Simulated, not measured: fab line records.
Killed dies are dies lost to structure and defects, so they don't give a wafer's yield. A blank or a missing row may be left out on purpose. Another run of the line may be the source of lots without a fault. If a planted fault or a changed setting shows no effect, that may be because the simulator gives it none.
The tool behind it: which one? / flow nand harc / at 1 step of a route of 1302, 12 lots with 36 wafers sampled

## WHAT THE GAUGES SHOWED, per wafer
NHARC_P_STI_OCD_MEAS_43.
lot=L075; measured=day 3 05:58; on=ocd-02; trench depth nm (nm)=310 303 304
lot=L077; measured=day 4 03:20; on=ocd-02; trench depth nm (nm)=300 306 304
lot=L079; measured=day 4 21:57; on=ocd-02; trench depth nm (nm)=310 303 296
lot=L081; measured=day 5 19:03; on=ocd-01; trench depth nm (nm)=299 307 299
lot=L083; measured=day 6 16:42; on=ocd-02; trench depth nm (nm)=300 302 298
lot=L085; measured=day 7 10:26; on=ocd-01; trench depth nm (nm)=297 303 308
lot=L087; measured=day 8 06:08; on=ocd-01; trench depth nm (nm)=301 302 301
lot=L089; measured=day 9 03:58; on=ocd-01; trench depth nm (nm)=303 299 300
lot=L091; measured=day 9 22:11; on=ocd-01; trench depth nm (nm)=303 307 306
lot=L093; measured=day 10 17:50; on=ocd-01; trench depth nm (nm)=304 302 300
lot=L095; measured=day 11 18:25; on=ocd-02; trench depth nm (nm)=305 304 301
lot=L097; measured=day 12 09:40; on=ocd-01; trench depth nm (nm)=299 305 305

## TOOL THAT RAN EACH LOT (tool first, then ch and the chambers of the sampled wafers, then the start)
There is no process step in the record ahead of these readings.

## THE ANSWER, worked out from the rows above alone
Rule: the usual values come from the lots themselves. The widest of any qualifying gaps counts: lots, ordered by their means at a reading, are off when they make up no more than a third of the lots, leave a main group of 4 or more, and stand apart from it by 3 or more times the standard deviation of that group's means. If all means in a main group match to the digits the tables above print for the reading, that group is not used. A lot without any number at a reading at which 4 lots or more have one is off too. Where the step has rows for the other lots, those lots are counted as sound.
None of the lots is off at any reading shown; this tells nothing.

## WHAT THE SIMULATOR HAD INSERTED
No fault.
